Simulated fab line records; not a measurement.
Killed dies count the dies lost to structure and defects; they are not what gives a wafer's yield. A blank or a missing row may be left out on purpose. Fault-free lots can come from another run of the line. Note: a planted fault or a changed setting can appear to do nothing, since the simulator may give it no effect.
fab line records | flow n5Finfet
record: lots: 24 wafers: 72 lastDay: 19
route steps=1938 shown BEOL_M0@717 BEOL_M1@776
lots untouched by any fault: they come from a run of this same line in which no faults occurred
startH: hours from the record's opening day to when the first of the lot's shown wafers began | waitH: hours elapsed since this lot's preceding step | " as in the row above | L1.1+2: several wafers, shown together as one row | - either no value or no given start | * or withheld: withheld | < > ~ a bound
route shown NAME@n: names a module that has steps shown in the file, with the first one's number in the route | usual: mean/standard deviation of fault-free wafers | same: alike in all rows | chamber/n: place in a boat | sites: each site's reading | _std_site: their standard deviation | _edge_site: mean of outer sites minus mean of inner sites | radiusMm: how far each site lies from the wafer's centre | mask NAME#n: copy n | behind: the tool/chamber that last shaped the wafer | hold: what put the lot on hold/how long, in hours/how the hold closed | device: the n, p or np transistor that did not switch | end of line: tests of these same wafers at the route's end | a step without rows: its recipe alone | killed: dies that structure and defects cost at the first sort, which is not the same as the wafer's yield | map: dies across one wafer; x = killed, . = not, _ = none there
set.NAME: the setting the step ran with; set.NAME@STEP: the setting that earlier step ran with | model.NAME: the simulator's own value behind a step, which no gauge read
one table for each step of the route and one row for each wafer, over a sample of lots
services: the hour from which a tool's chamber was out of use, counted from the record's first day as startH (under 0 if before that day), plus the number of hours and why
== steps ==
step: N5_BEOL_M0_STRIP_140
recipe: chemistry: CF4 resist: SiARC powerW: 300 biasPowerW: 75 pressureMtorr: 50 cf4FlowSccm: 150 rfFrequencyHz: 6e+07
usual: drypumpMotorCurrentA: 5.48/0.27 oesProductAu: 0.77/0.092 rfVppV: 270.7/1.7 showerheadPlenumPTorr: 1.78/0.056 throttleValvePct: 13.52/0.22
columns lot.wafer tool chamber startH waitH drypumpMotorCurrentA oesProductAu rfHoursCounterH rfVppV showerheadPlenumPTorr throttleValvePct
L074.1 rieDiel-01 1 114.95 0.3 5.63 0.70 195 266.8 1.71 13.57
L074.2 " 0 " " 5.34 0.72 181 272.3 1.85 13.56
L074.6 " 3 " " 5.28 0.94 - 271.1 1.76 13.28
L075.2 rieDiel-03 2 128.36 0.3 4.91 0.98 1 272.9 1.91 13.38
L075.3 " 3 " " 5.44 0.86 36 272.3 1.82 13.41
L075.5 " 3 " " 5.44 0.85 - 270.1 1.82 13.41
L076.3 rieDiel-04 1 130.56 0.2 5.91 0.73 191 269.7 1.71 13.62
L076.4 " 3 " " 5.21 0.75 155 269.6 1.79 13.55
L076.5 " 1 " " 5.91 0.73 - 268.7 1.71 13.61
L077.2 rieDiel-04 0 138.73 0.1 5.52 0.72 202 270.6 1.78 13.53
L077.3 " 2 " " 5.40 0.68 234 268.5 1.78 13.67
L077.5 " 0 " " 5.55 0.72 - 271.5 1.78 13.52
L078.3 rieDiel-01 2 139.01 0.1 5.77 0.74 186 268.5 1.72 13.77
L078.4 " 2 " " 5.77 0.74 - 269.0 1.72 13.74
L078.6 " 1 " " 5.63 0.70 - 268.3 1.71 13.59
L079.1 rieDiel-01 1 150.69 0.3 5.62 0.70 207 269.2 1.71 13.61
L079.3 " 3 " " 5.24 0.90 19 269.5 1.75 13.33
L079.4 " 2 " " 5.76 0.73 190 268.0 1.72 13.74
L080.3 rieDiel-01 0 155.65 0.1 5.36 0.72 192 274.4 1.85 13.60
L080.4 " 3 " " 5.24 0.89 21 267.6 1.75 13.31
L080.5 " 2 " " 5.76 0.73 - 270.6 1.72 13.77
L081.4 rieDiel-01 2 167.39 0.1 5.77 0.72 197 269.2 1.71 13.79
L081.5 " 1 " " 5.62 0.69 - 268.8 1.70 13.61
L081.6 " 2 " " 5.78 0.72 - 271.0 1.71 13.79
L082.1 rieDiel-04 2 172.60 0.4 5.39 0.68 247 270.7 1.78 13.69
L082.2 " 3 " " 5.23 0.73 170 271.0 1.79 13.59
L082.4 " 0 " " 5.51 0.72 212 272.4 1.77 13.55
L083.1 rieDiel-03 1 175.13 0.1 5.82 0.67 235 273.8 1.85 13.90
L083.4 " 2 " " 4.92 0.91 16 274.2 1.90 13.42
L083.5 " 3 " " 5.44 0.83 - 271.3 1.82 13.44
L084.4 rieDiel-04 3 181.65 0.1 5.24 0.73 173 272.6 1.79 13.59
L084.5 " 1 " " 5.89 0.71 - 270.5 1.71 13.65
L084.6 " 2 " " 5.38 0.68 - 270.3 1.78 13.70
L085.1 rieDiel-04 0 187.02 0.2 5.53 0.71 217 271.8 1.77 13.57
L085.2 " 3 " " 5.21 0.73 175 272.0 1.78 13.61
L085.6 " 0 " " 5.52 0.71 - 271.7 1.77 13.57
L086.2 rieDiel-03 2 190.61 0.2 4.96 0.90 22 272.6 1.90 13.45
L086.3 " 0 " " 5.82 0.88 14 272.1 1.82 12.93
L086.4 " 3 " " 5.43 0.83 57 271.4 1.82 13.46
L087.2 rieDiel-01 1 194.19 0.3 5.64 0.69 223 269.6 1.70 13.65
L087.3 " 2 " " 5.76 0.72 206 269.0 1.71 13.77
L087.4 " 3 " " 5.25 0.85 35 271.8 1.75 13.38
L088.1 rieDiel-03 1 204.86 0.1 5.87 0.66 245 273.3 1.84 13.89
L088.3 " 3 " " 5.42 0.81 61 272.6 1.81 13.46
L088.5 " 1 " " 5.86 0.67 - 272.0 1.84 13.91
L089.2 rieDiel-04 3 207.79 0.1 5.22 0.73 185 270.8 1.78 13.61
L089.4 " 3 " " 5.22 0.73 - 271.5 1.78 13.64
L089.5 " 0 " " 5.53 0.71 - 271.5 1.77 13.59
L090.1 rieDiel-04 3 210.04 0.1 5.18 0.72 186 271.5 1.78 13.61
L090.2 " 2 " " 5.39 0.94 6 270.3 1.78 13.13
L090.4 " 3 " " 5.21 0.72 - 271.1 1.78 13.62
L091.2 rieDiel-04 0 213.97 0.1 5.52 0.70 230 269.2 1.77 13.61
L091.4 " 0 " " 5.51 0.70 - 268.2 1.77 13.63
L091.5 " 2 " " 5.39 0.95 - 271.8 1.78 13.14
L092.1 rieDiel-03 3 219.99 0.1 5.43 0.82 67 271.6 1.81 13.50
L092.2 " 2 " " 4.90 0.87 31 271.0 1.90 13.46
L092.3 " 0 " " 5.85 0.87 24 272.7 1.81 12.94
L093.1 rieDiel-04 3 231.08 0.3 5.23 0.72 194 271.4 1.78 13.64
L093.2 " 2 " " 5.39 0.92 14 271.0 1.77 13.15
L093.4 " 1 " " 5.89 0.70 221 267.4 1.71 13.68
L094.2 rieDiel-01 0 240.98 0.1 5.35 0.69 230 273.1 1.84 13.65
L094.3 " 1 " " 5.64 0.67 247 271.3 1.69 13.69
L094.4 " 0 " " 5.34 0.69 - 270.1 1.83 13.68
L095.3 rieDiel-01 0 247.71 0.1 5.30 0.69 232 271.8 1.83 13.68
L095.4 " 3 " " 5.23 0.83 - 272.1 1.74 13.44
L095.5 " 0 " " 5.32 0.70 - 271.3 1.83 13.68
L096.2 rieDiel-01 0 248.73 0.1 5.32 0.69 232 273.5 1.83 13.67
L096.3 " 3 " " 5.26 0.84 59 271.0 1.74 13.43
L096.5 " 3 " " 5.29 0.83 - 272.8 1.74 13.43
L097.2 rieDiel-03 1 248.99 0.2 5.86 0.96 4 272.2 1.84 13.38
L097.4 " 2 " " 4.94 0.87 43 273.9 1.90 13.51
L097.6 " 2 " " 4.94 0.87 - 271.8 1.90 13.50
step: N5_BEOL_M0_STRIP_104
recipe: chemistry: N2/H2 powerW: 450 tempC: 40 pressureMtorr: 20 rfFrequencyHz: 6e+07 overashFraction: 0.3 biasPowerW: 7 h2Frac: 0.5 n2FlowSccm: 200 h2FlowSccm: 200
usual: drypumpMotorCurrentA: 5.48/0.27 n2FlowSccm: 200.1/0.57 oesProductAu: 0.78/0.1 rfVppV: 59.0/1.6 showerheadPlenumPTorr: 2.52/0.089 throttleValvePct: 23.5/0.32
same: overashFraction: 0.3
columns lot.wafer tool chamber startH waitH drypumpMotorCurrentA n2FlowSccm oesProductAu rfHoursCounterH rfVppV showerheadPlenumPTorr throttleValvePct
L074.1 rieDiel-01 1 114.97 0.0 5.65 200.8 0.69 195 58.9 2.41 23.4
L074.2 " 0 " " 5.34 199.6 0.72 181 60.5 2.63 23.8
L074.6 " 3 " " 5.27 200.8 0.95 - 58.9 2.48 23.0
L075.2 rieDiel-03 2 128.38 0.0 4.92 200.5 0.99 1 60.1 2.71 23.7
L075.3 " 3 " " 5.44 200.3 0.89 36 60.1 2.59 23.6
L075.5 " 3 " " 5.44 200.1 0.89 - 60.4 2.59 23.7
L076.3 rieDiel-04 1 130.58 0.0 5.95 200.1 0.74 191 59.3 2.42 23.4
L076.4 " 3 " " 5.23 200.3 0.76 155 58.8 2.55 23.8
L076.5 " 1 " " 5.94 200.1 0.74 - 63.2 2.42 23.4
L077.2 rieDiel-04 0 138.75 0.0 5.53 200.3 0.73 203 59.3 2.52 23.9
L077.3 " 2 " " 5.41 200.7 0.68 234 61.2 2.50 23.3
L077.5 " 0 " " 5.55 200.7 0.72 - 60.1 2.52 23.9
L078.3 rieDiel-01 2 139.03 0.0 5.77 200.7 0.74 186 59.0 2.41 23.5
L078.4 " 2 " " 5.78 199.4 0.73 - 59.3 2.41 23.5
L078.6 " 1 " " 5.64 200.3 0.69 - 58.0 2.41 23.4
L079.1 rieDiel-01 1 150.71 0.0 5.63 200.5 0.70 207 58.5 2.40 23.4
L079.3 " 3 " " 5.26 200.5 0.92 19 57.5 2.48 23.1
L079.4 " 2 " " 5.78 201.4 0.73 190 58.2 2.41 23.6
L080.3 rieDiel-01 0 155.67 0.0 5.34 200.0 0.72 192 58.2 2.63 23.8
L080.4 " 3 " " 5.24 200.3 0.92 21 57.1 2.48 23.0
L080.5 " 2 " " 5.79 200.2 0.73 - 57.9 2.41 23.5
L081.4 rieDiel-01 2 167.41 0.0 5.75 200.9 0.72 197 56.3 2.41 23.6
L081.5 " 1 " " 5.63 199.1 0.69 - 60.3 2.40 23.4
L081.6 " 2 " " 5.77 199.9 0.73 - 55.7 2.41 23.6
L082.1 rieDiel-04 2 172.62 0.0 5.39 200.7 0.68 247 56.4 2.49 23.3
L082.2 " 3 " " 5.24 199.7 0.75 170 57.6 2.55 23.8
L082.4 " 0 " " 5.55 200.0 0.71 212 59.5 2.52 23.9
L083.1 rieDiel-03 1 175.15 0.0 5.87 200.9 0.67 235 60.3 2.61 23.9
L083.4 " 2 " " 4.95 199.8 0.93 16 60.0 2.71 23.8
L083.5 " 3 " " 5.45 201.8 0.86 - 57.5 2.58 23.7
L084.4 rieDiel-04 3 181.67 0.0 5.25 199.7 0.74 173 56.6 2.54 23.8
L084.5 " 1 " " 5.91 200.0 0.72 - 57.7 2.41 23.4
L084.6 " 2 " " 5.42 199.2 0.68 - 58.5 2.49 23.3
L085.1 rieDiel-04 0 187.04 0.0 5.53 200.8 0.72 217 61.6 2.52 23.9
L085.2 " 3 " " 5.23 199.6 0.73 175 56.3 2.54 23.8
L085.6 " 0 " " 5.57 199.7 0.72 - 60.3 2.52 23.9
L086.2 rieDiel-03 2 190.63 0.0 4.92 201.1 0.92 22 60.2 2.71 23.8
L086.3 " 0 " " 5.84 200.8 0.95 14 60.6 2.60 23.2
L086.4 " 3 " " 5.44 201.1 0.84 57 58.1 2.58 23.7
L087.2 rieDiel-01 2 194.21 0.0 5.77 199.3 0.71 206 59.2 2.40 23.6
L087.3 " 3 " " 5.26 199.9 0.89 35 57.8 2.47 23.0
L087.4 " 0 " " 5.34 199.8 0.70 206 60.8 2.62 23.8
L088.1 rieDiel-03 1 204.88 0.0 5.84 200.6 0.65 245 61.4 2.61 23.9
L088.3 " 3 " " 5.44 200.1 0.85 61 59.6 2.57 23.7
L088.5 " 1 " " 5.85 199.8 0.65 - 62.7 2.61 23.9
L089.2 rieDiel-04 3 207.81 0.0 5.23 199.7 0.74 185 55.8 2.54 23.9
L089.4 " 3 " " 5.23 199.8 0.72 - 59.3 2.54 23.8
L089.5 " 0 " " 5.53 199.5 0.71 - 58.3 2.51 23.9
L090.1 rieDiel-04 3 210.06 0.0 5.23 199.9 0.72 186 58.4 2.54 23.9
L090.2 " 2 " " 5.41 200.6 0.98 6 59.0 2.49 22.9
L090.4 " 3 " " 5.23 200.0 0.72 - 58.8 2.54 23.8
L091.2 rieDiel-04 0 213.99 0.0 5.54 200.0 0.72 230 57.5 2.51 23.9
L091.4 " 0 " " 5.52 199.8 0.71 - 56.1 2.51 24.0
L091.5 " 2 " " 5.42 199.8 0.98 - 58.6 2.49 22.9
L092.1 rieDiel-03 3 220.01 0.0 5.44 201.0 0.84 67 58.5 2.57 23.7
L092.2 " 2 " " 4.92 200.1 0.89 31 60.8 2.70 23.8
L092.3 " 0 " " 5.83 200.0 0.91 24 60.0 2.60 23.2
L093.1 rieDiel-04 3 231.10 0.0 5.22 199.8 0.73 194 59.6 2.54 23.9
L093.2 " 2 " " 5.41 200.2 0.97 14 55.6 2.49 22.9
L093.4 " 1 " " 5.94 199.6 0.71 221 58.5 2.41 23.4
L094.2 rieDiel-01 0 241.00 0.0 5.36 199.5 0.69 230 61.5 2.61 23.8
L094.3 " 1 " " 5.66 200.9 0.66 247 57.6 2.39 23.4
L094.4 " 0 " " 5.34 199.6 0.69 - 59.4 2.61 23.8
L095.3 rieDiel-01 0 247.73 0.0 5.33 200.3 0.68 232 60.8 2.61 23.8
L095.4 " 3 " " 5.29 200.5 0.85 - 56.9 2.46 23.1
L095.5 " 0 " " 5.33 199.8 0.70 - 60.5 2.61 23.8
L096.2 rieDiel-01 0 248.75 0.0 5.37 199.1 0.70 232 60.8 2.61 23.8
L096.3 " 3 " " 5.24 200.1 0.84 59 61.8 2.46 23.1
L096.5 " 3 " " 5.25 200.1 0.85 - 58.2 2.46 23.1
L097.2 rieDiel-03 1 249.01 0.0 5.86 200.8 0.97 4 62.6 2.60 23.7
L097.4 " 2 " " 4.94 199.5 0.88 43 59.8 2.70 23.8
L097.6 " 2 " " 4.97 200.1 0.88 - 60.4 2.69 23.8
step: N5_BEOL_M0_SURFACE_TREAT_137
recipe: gas: Ar timeS: * ionEnergyEv: * ionCurrentMaCm2: 0.5 pressureMtorr: * arFlowSccm: 30
usual: throttleValvePct: *
columns lot.wafer tool chamber startH waitH throttleValvePct
L074.1 pvdSputter-01 - 116.18 0.1 *
L074.2 " - " " *
L074.6 " - " " *
L075.2 pvdSputter-01 - 130.35 0.2 *
L075.3 " - " " *
L075.5 " - " " *
L076.3 pvdSputter-03 - 131.81 0.2 *
L076.4 " - " " *
L076.5 " - " " *
L077.2 pvdSputter-03 - 140.12 0.2 *
L077.3 " - " " *
L077.5 " - " " *
L078.3 pvdSputter-02 - 141.78 0.3 *
L078.4 " - " " *
L078.6 " - " " *
L079.1 pvdSputter-02 - 153.54 0.2 *
L079.3 " - " " *
L079.4 " - " " *
L080.3 pvdSputter-01 - 159.61 0.2 *
L080.4 " - " " *
L080.5 " - " " *
L081.4 pvdSputter-02 - 168.75 0.2 *
L081.5 " - " " *
L081.6 " - " " *
L082.1 pvdSputter-01 - 176.38 0.2 *
L082.2 " - " " *
L082.4 " - " " *
L083.1 pvdSputter-01 - 177.26 0.4 *
L083.4 " - " " *
L083.5 " - " " *
L084.4 pvdSputter-01 - 183.62 0.2 *
L084.5 " - " " *
L084.6 " - " " *
L085.1 pvdSputter-03 - 189.16 0.3 *
L085.2 " - " " *
L085.6 " - " " *
L086.2 pvdSputter-03 - 192.12 0.2 *
L086.3 " - " " *
L086.4 " - " " *
L087.2 pvdSputter-02 - 196.56 0.1 *
L087.3 " - " " *
L087.4 " - " " *
L088.1 pvdSputter-02 - 206.85 0.1 *
L088.3 " - " " *
L088.5 " - " " *
L089.2 pvdSputter-03 - 209.55 0.4 *
L089.4 " - " " *
L089.5 " - " " *
L090.1 pvdSputter-01 - 211.96 0.3 *
L090.2 " - " " *
L090.4 " - " " *
L091.2 pvdSputter-02 - 216.49 0.2 *
L091.4 " - " " *
L091.5 " - " " *
L092.1 pvdSputter-03 - 221.62 0.2 *
L092.2 " - " " *
L092.3 " - " " *
L093.1 pvdSputter-01 - 234.92 0.2 *
L093.2 " - " " *
L093.4 " - " " *
L094.2 pvdSputter-02 - 242.36 0.1 *
L094.3 " - " " *
L094.4 " - " " *
L095.3 pvdSputter-02 - 249.39 0.2 *
L095.4 " - " " *
L095.5 " - " " *
L096.2 pvdSputter-01 - 249.77 0.3 *
L096.3 " - " " *
L096.5 " - " " *
L097.2 pvdSputter-01 - 250.59 0.6 *
L097.4 " - " " *
L097.6 " - " " *
step: N5_BEOL_M0_DEP_125
recipe: material: SiCN targetThkA: 80 tempC: withheld precursor: 3MS/NH3 pressureTorr: 3 rfW: 202 timeS: 14
usual: showerheadPlenumPTorr: 3.657/0.012 throttleValvePct: 9.1/0.3
columns lot.wafer tool chamber startH waitH showerheadPlenumPTorr throttleValvePct
L074.1 pecvd-03 1 118.64 0.0 3.674 9.8
L074.2 " 0 " " 3.664 8.8
L074.6 " 1 " " 3.667 9.8
L075.2 pecvd-02 2 132.25 0.0 3.650 9.0
L075.3 " 1 " " 3.658 8.8
L075.5 " 1 " " 3.665 8.9
L076.3 pecvd-04 1 136.49 0.0 3.646 9.2
L076.4 " 2 " " 3.673 9.1
L076.5 " 0 " " 3.632 9.1
L077.2 pecvd-02 1 141.86 0.0 3.664 8.8
L077.3 " 0 " " 3.660 9.3
L077.5 " 2 " " 3.660 9.4
L078.3 pecvd-03 2 143.61 0.0 3.674 8.9
L078.4 " 1 " " 3.666 9.6
L078.6 " 2 " " 3.669 8.5
L079.1 pecvd-02 0 155.67 0.0 3.658 9.2
L079.3 " 2 " " 3.656 9.2
L079.4 " 1 " " 3.659 8.7
L080.3 pecvd-02 1 161.17 0.0 3.660 8.8
L080.4 " 0 " " 3.658 9.4
L080.5 " 2 " " 3.655 9.2
L081.4 pecvd-04 2 170.38 0.0 3.661 9.1
L081.5 " 0 " " 3.635 9.0
L081.6 " 1 " " 3.648 9.3
L082.1 pecvd-02 0 178.01 0.0 3.659 9.2
L082.2 " 1 " " 3.662 8.8
L082.4 " 2 " " 3.667 9.0
L083.1 pecvd-02 1 179.13 0.0 3.658 8.8
L083.4 " 0 " " 3.654 8.9
L083.5 " 1 " " 3.665 9.0
L084.4 pecvd-03 2 186.41 0.0 3.670 8.5
L084.5 " 0 " " 3.660 9.0
L084.6 " 1 " " 3.666 9.7
L085.1 pecvd-02 1 192.22 0.0 3.670 8.9
L085.2 " 2 " " 3.656 9.1
L085.6 " 2 " " 3.661 9.0
L086.2 pecvd-02 2 195.60 0.0 3.656 9.4
L086.3 " 2 " " 3.651 9.0
L086.4 " 1 " " 3.667 8.6
L087.2 pecvd-03 0 198.63 0.0 3.658 9.0
L087.3 " 1 " " 3.661 9.7
L087.4 " 1 " " 3.678 9.7
L088.1 pecvd-02 1 208.80 0.0 3.667 8.7
L088.3 " 0 " " 3.668 9.2
L088.5 " 0 " " 3.653 9.4
L089.2 pecvd-04 0 211.33 0.0 3.637 9.2
L089.4 " 2 " " 3.667 9.4
L089.5 " 0 " " 3.630 9.4
L090.1 pecvd-04 0 213.66 0.0 3.624 9.0
L090.2 " 1 " " 3.643 9.1
L090.4 " 1 " " 3.644 9.3
L091.2 pecvd-03 0 218.10 0.0 3.657 9.0
L091.4 " 2 " " 3.675 8.8
L091.5 " 0 " " 3.661 8.8
L092.1 pecvd-04 0 223.28 0.0 3.626 9.4
L092.2 " 1 " " 3.649 9.5
L092.3 " 2 " " 3.666 9.1
L093.1 pecvd-04 2 236.67 0.0 3.672 9.1
L093.2 " 1 " " 3.647 9.2
L093.4 " 0 " " 3.631 9.1
L094.2 pecvd-02 2 244.01 0.0 3.646 8.6
L094.3 " 1 " " 3.663 8.6
L094.4 " 0 " " 3.650 9.2
L095.3 pecvd-02 1 251.67 0.0 3.670 8.9
L095.4 " 2 " " 3.651 8.5
L095.5 " 2 " " 3.652 8.4
L096.2 pecvd-02 2 251.93 0.0 3.645 8.7
L096.3 " 1 " " 3.664 8.9
L096.5 " 1 " " 3.654 8.8
L097.2 pecvd-03 1 252.18 0.0 3.667 9.9
L097.4 " 0 " " 3.648 9.2
L097.6 " 2 " " 3.674 9.0
step: N5_BEOL_M1_CD_MEAS_18
recipe: pitchNm: 36 targetCdNm: 18
usual: cdNm: 17.9/0.36
columns lot.wafer tool chamber startH waitH cdNm
L074.1 cdSem-01 - 122.06 0.0 18.3
L074.2 " - " " 18.2
L074.6 " - " " 17.9
L075.2 cdSem-03 - 136.80 0.1 17.5
L075.3 " - " " 17.7
L075.5 " - " " 17.8
L076.3 cdSem-03 - 137.80 0.1 18.3
L076.4 " - " " 17.8
L076.5 " - " " 17.8
L077.2 cdSem-03 - 143.55 0.1 17.5
L077.3 " - " " 17.9
L077.5 " - " " 17.4
L078.3 cdSem-01 - 148.49 0.1 18.5
L078.4 " - " " 18.1
L078.6 " - " " 18.3
L079.1 cdSem-02 - 157.54 0.0 17.5
L079.3 " - " " 18.3
L079.4 " - " " 17.4
L080.3 cdSem-02 - 164.79 0.1 19.2
L080.4 " - " " 18.6
L080.5 " - " " 18.4
L081.4 cdSem-01 - 173.49 0.1 18.0
L081.5 " - " " 17.7
L081.6 " - " " 17.5
L082.1 cdSem-02 - 179.93 0.0 18.1
L082.2 " - " " 18.1
L082.4 " - " " 17.7
L083.1 cdSem-02 - 183.00 0.0 18.1
L083.4 " - " " 18.4
L083.5 " - " " 17.8
L084.4 cdSem-03 - 188.62 0.1 17.5
L084.5 " - " " 18.2
L084.6 " - " " 18.0
L085.1 cdSem-01 - 195.31 0.0 18.0
L085.2 " - " " 18.2
L085.6 " - " " 17.9
L086.2 cdSem-01 - 198.50 0.1 17.8
L086.3 " - " " 18.0
L086.4 " - " " 18.0
L087.2 cdSem-02 - 202.39 0.1 17.3
L087.3 " - " " 17.8
L087.4 " - " " 17.9
L088.1 cdSem-03 - 210.22 0.0 17.9
L088.3 " - " " 17.8
L088.5 " - " " 18.1
L089.2 cdSem-01 - 213.05 0.1 17.9
L089.4 " - " " 17.7
L089.5 " - " " 17.9
L090.1 cdSem-03 - 215.65 0.0 18.0
L090.2 " - " " 17.5
L090.4 " - " " 17.7
L091.2 cdSem-03 - 219.95 0.1 17.3
L091.4 " - " " 18.2
L091.5 " - " " 17.7
L092.1 cdSem-01 - 225.94 0.1 17.9
L092.2 " - " " 17.8
L092.3 " - " " 17.8
L093.1 cdSem-03 - 240.49 0.0 17.8
L093.2 " - " " 17.0
L093.4 " - " " 17.4
L094.2 cdSem-02 - 248.80 0.1 18.1
L094.3 " - " " 17.8
L094.4 " - " " 17.8
L095.3 cdSem-03 - 255.93 0.1 18.4
L095.4 " - " " 18.2
L095.5 " - " " 17.7
L096.2 cdSem-03 - 256.06 0.1 18.2
L096.3 " - " " 17.4
L096.5 " - " " 18.0
L097.2 cdSem-01 - 256.32 0.1 17.6
L097.4 " - " " 17.7
L097.6 " - " " 18.0
step: N5_BEOL_M1_TRENCH_ETCH_37
recipe: chemistry: C4F6/O2 targetDepthA: 552.07 target: SiOC timeS: 29 ionEnergyEv: 250 pressureMtorr: 30 sourceW: 355 biasW: 185 Ar_flow_sccm: 300 C4F6_flow_sccm: 10 O2_flow_sccm: 10
usual: O2_flow_sccm: 9.998/0.029 drypumpMotorCurrentA: 6.0/0.47 oesProductAu: 0.75/0.072 rfVppV: 666/11 showerheadPlenumPTorr: 2.83/0.08 throttleValvePct: 20.91/0.24
columns lot.wafer tool chamber startH waitH O2_flow_sccm drypumpMotorCurrentA oesProductAu rfHoursCounterH rfVppV showerheadPlenumPTorr throttleValvePct
L074.1 rieDiel-02 0 - - 10.000 6.5 0.74 139 683 2.85 21.14
L074.2 " 2 " " 10.038 5.8 0.71 201 655 2.83 20.95
L074.6 " 1 " " 10.002 5.7 0.72 - 670 2.95 20.82
L075.2 rieDiel-05 0 - - 10.031 6.0 0.98 0 672 2.90 20.31
L075.3 " 3 " " 10.012 5.2 0.74 182 659 2.86 20.99
L075.5 " 0 " " 9.984 6.0 0.97 - 674 2.90 20.29
L076.3 rieDiel-02 2 - - 10.059 5.9 0.71 204 654 2.82 20.95
L076.4 " 0 " " 10.032 6.5 0.74 141 683 2.85 21.12
L076.5 " 2 " " 10.006 5.8 0.71 - 655 2.82 20.94
L078.3 rieDiel-05 3 - - 10.013 5.2 0.74 183 659 2.86 20.99
L078.4 " 1 " " 9.969 5.8 0.70 194 672 2.73 21.18
L078.6 " 1 " " 9.948 5.7 0.71 - 671 2.73 21.19
L077.2 rieDiel-02 3 - - 10.016 6.5 0.79 102 653 2.73 20.90
L077.3 " 2 " " 9.977 5.8 0.70 205 656 2.82 20.96
L077.5 " 1 " " 10.006 5.7 0.70 - 667 2.95 20.81
L079.1 rieDiel-05 2 - - 10.070 6.7 0.71 220 649 2.82 20.80
L079.3 " 0 " " 9.960 6.0 0.95 4 674 2.90 20.31
L079.4 " 3 " " 10.028 5.2 0.73 185 657 2.86 20.99
L080.3 rieDiel-05 1 - - 9.994 5.7 0.70 199 670 2.73 21.17
L080.4 " 0 " " 10.007 6.0 0.94 7 673 2.90 20.31
L080.5 " 2 " " 9.975 6.7 0.70 - 649 2.82 20.80
L081.4 rieDiel-06 0 - - 9.958 6.5 0.89 33 673 2.91 20.65
L081.5 " 3 " " 9.995 5.5 0.74 - 685 2.96 21.05
L081.6 " 0 " " 9.959 6.5 0.91 - 670 2.91 20.65
L083.1 rieDiel-05 2 - - 10.098 6.7 0.70 228 648 2.82 20.82
L083.4 " 1 " " 10.000 5.7 0.70 - 671 2.73 21.20
L083.5 " 3 " " 9.980 5.2 0.73 - 658 2.85 21.00
L082.1 rieDiel-06 1 - - 10.015 5.8 0.76 147 677 2.73 20.51
L082.2 " 3 " " 9.976 5.6 0.73 169 686 2.96 21.07
L082.4 " 0 " " 10.017 6.5 0.90 33 672 2.91 20.67
L084.4 rieDiel-02 1 - - 9.942 5.7 0.70 174 668 2.94 20.84
L084.5 " 1 " " 9.954 5.7 0.70 - 668 2.94 20.82
L084.6 " 2 " " 9.985 5.8 0.70 - 655 2.82 20.96
L085.1 rieDiel-06 1 - - 10.003 5.8 0.75 150 679 2.73 20.51
L085.2 " 0 " " 10.014 6.4 0.90 37 673 2.91 20.67
L085.6 " 0 " " 9.982 6.4 0.89 - 671 2.91 20.67
L086.2 rieDiel-02 2 - - 10.021 5.9 0.69 222 655 2.82 20.96
L086.3 " 0 " " 10.002 6.4 0.74 158 682 2.85 21.17
L086.4 " 1 " " 9.983 5.7 0.70 180 668 2.94 20.85
L087.2 rieDiel-02 1 - - 9.957 5.7 0.69 183 668 2.94 20.84
L087.3 " 2 " " 9.985 5.8 0.70 224 653 2.81 20.98
L087.4 " 3 " " 9.991 6.5 0.78 119 656 2.72 20.93
L090.1 rieDiel-02 2 - - 9.951 5.9 0.69 226 655 2.81 20.96
L090.2 " 3 " " 9.967 6.6 0.77 121 654 2.72 20.93
L090.4 " 0 " " 9.972 6.6 0.73 162 684 2.84 21.16
L088.1 rieDiel-05 0 - - 10.026 6.0 0.90 18 673 2.89 20.32
L088.3 " 1 " " 10.001 5.7 0.70 216 670 2.72 21.21
L088.5 " 0 " " 9.982 5.9 0.91 - 674 2.89 20.33
L089.2 rieDiel-02 3 - - 10.023 6.5 0.78 122 655 2.72 20.93
L089.4 " 1 " " 10.010 5.7 0.70 185 667 2.94 20.83
L089.5 " 2 " " 9.992 5.9 0.69 - 655 2.81 20.98
L091.2 rieDiel-02 2 - - 9.986 5.8 0.69 228 655 2.81 20.97
L091.4 " 3 " " 10.031 6.5 0.77 123 654 2.72 20.93
L091.5 " 0 " " 9.999 6.6 0.72 - 680 2.84 21.17
L092.1 rieDiel-06 0 - - 9.991 6.5 0.88 48 672 2.91 20.69
L092.2 " 3 " " 9.938 5.6 0.72 182 686 2.95 21.09
L092.3 " 1 " " 9.995 5.8 0.75 161 678 2.72 20.54
L093.1 rieDiel-05 1 - - 10.036 5.7 0.68 226 670 2.72 21.23
L093.2 " 0 " " 9.998 5.9 0.87 30 674 2.89 20.37
L093.4 " 1 " " 10.040 5.7 0.68 - 671 2.72 21.24
L094.2 rieDiel-05 0 - - 9.985 6.0 0.88 30 674 2.89 20.35
L094.3 " 1 " " 9.959 5.7 0.68 226 671 2.72 21.22
L094.4 " 3 " " 9.996 5.2 0.71 - 656 2.84 21.05
L095.3 rieDiel-02 2 - - 9.988 5.8 0.68 239 655 2.81 21.01
L095.4 " 1 " " 10.002 5.7 0.69 197 667 2.93 20.86
L095.5 " 1 " " 10.030 5.7 0.69 - 667 2.93 20.86
L097.2 rieDiel-02 0 - - 9.995 6.5 0.71 173 682 2.84 21.17
L097.4 " 1 " " 10.012 5.7 0.69 198 668 2.93 20.87
L097.6 " 3 " " 10.037 6.5 0.75 - 654 2.72 20.95
L096.2 rieDiel-02 3 - - 9.976 6.5 0.76 136 654 2.72 20.95
L096.3 " 0 " " 9.981 6.6 0.71 173 683 2.84 21.19
L096.5 " 0 " " 10.039 6.5 0.72 - 683 2.84 21.19
== services ==
columns tool chamber startH hours kind
rieDiel-02 1 93.14 16.4 repair
pvdSputter-03 - 95.98 4.5 repair
rieDiel-01 1 97.91 3.7 repair
pecvd-03 - 105.77 0.7 repair
pvdSputter-03 - 120.94 3.7 repair
pvdSputter-01 - 121.58 6.0 repair
rieDiel-01 0 130.07 9.3 repair
pecvd-03 - 130.46 0.9 repair
rieDiel-01 - 130.59 0.9 repair
pvdSputter-01 - 130.92 7.7 repair
rieDiel-03 - 149.57 2.8 pm
rieDiel-04 0 165.31 3.0 repair
pecvd-04 - 173.70 14.6 pm
rieDiel-04 2 183.03 - clean
rieDiel-04 2 183.03 - consumableReplace:focusRing
rieDiel-04 2 183.03 14.3 scheduledDown
rieDiel-04 2 183.03 14.3 ventCycle
rieDiel-05 1 198.10 1.3 repair
rieDiel-06 3 216.58 5.0 repair
rieDiel-04 1 232.60 8.5 repair
rieDiel-01 3 236.72 4.0 repair
rieDiel-06 1 240.99 8.6 repair
pecvd-02 - 247.82 2.8 pm
rieDiel-04 2 262.52 29.1 repair
== key ==
fault none
